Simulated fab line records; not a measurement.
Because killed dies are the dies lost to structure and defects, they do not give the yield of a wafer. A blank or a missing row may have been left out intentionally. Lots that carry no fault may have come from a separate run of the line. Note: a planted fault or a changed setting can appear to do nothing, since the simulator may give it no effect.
Matching of chambers | flow nand_harc | pecvd-03 running NHARC_A_STAIRCASE_DEP_417: 3 sister chambers
The step deposits Si3N4, target thk 60 nm. 6 wafers are shown with their chamber, then 10 later ones without.

## WAFERS, EACH WITH ITS CHAMBER
wafer  | chamber | heater_power_w (W) | susceptor_temp_C (C)
L077.5 | 2       | 592                | 399.95
L080.6 | 2       | 654                | 400.14
L085.5 | 0       | 844                | 399.99
L085.6 | 1       | 698                | 399.53
L086.2 | 1       | 653                | 399.45
L086.5 | 0       | 923                | 399.94

## WAFERS WHOSE CHAMBER IS MISSING
wafer  | heater_power_w (W) | susceptor_temp_C (C)
L086.6 | 651                | 399.34
L089.3 | 784                | 400.17
L089.4 | 691                | 399.55
L089.5 | 793                | 400.35
L088.3 | 817                | 399.94
L088.4 | 723                | 400.04
L088.6 | 697                | 400.04
L097.1 | 627                | 400.05
L097.3 | 825                | 400.04
L097.5 | 814                | 399.93

## THE CHAMBER EACH PASSED THROUGH
wafer  | from the rows above     | in truth
L086.6 | 1                       | 1
L089.3 | can't be placed: 0 or 2 | 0
L089.4 | 1                       | 1
L089.5 | can't be placed: 0 or 2 | 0
L088.3 | 0                       | 0
L088.4 | can't be placed: 2 or 0 | 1
L088.6 | 2                       | 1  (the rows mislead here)
L097.1 | 2                       | 2
L097.3 | 0                       | 0
L097.5 | 0                       | 0
Correct placement for 6 of the 10. Not placeable from these rows: 3 (in 2, the candidates include the true chamber). Number placed wrongly: 1.
How it was worked out, from the rows above alone: a wafer's distance from a chamber is the root of the sum, over the readings, of the square of ((its reading less the chamber's mean) divided by the reading's scatter). If the next closest chamber is less than 2 further off than the closest, the wafer can't be placed; otherwise it belongs to the closest. A chamber's mean is the mean of its shown wafers. The scatter: the root of (the sum of the squares of (reading less its chamber's mean) over the shown wafers, divided by (wafers less chambers)).
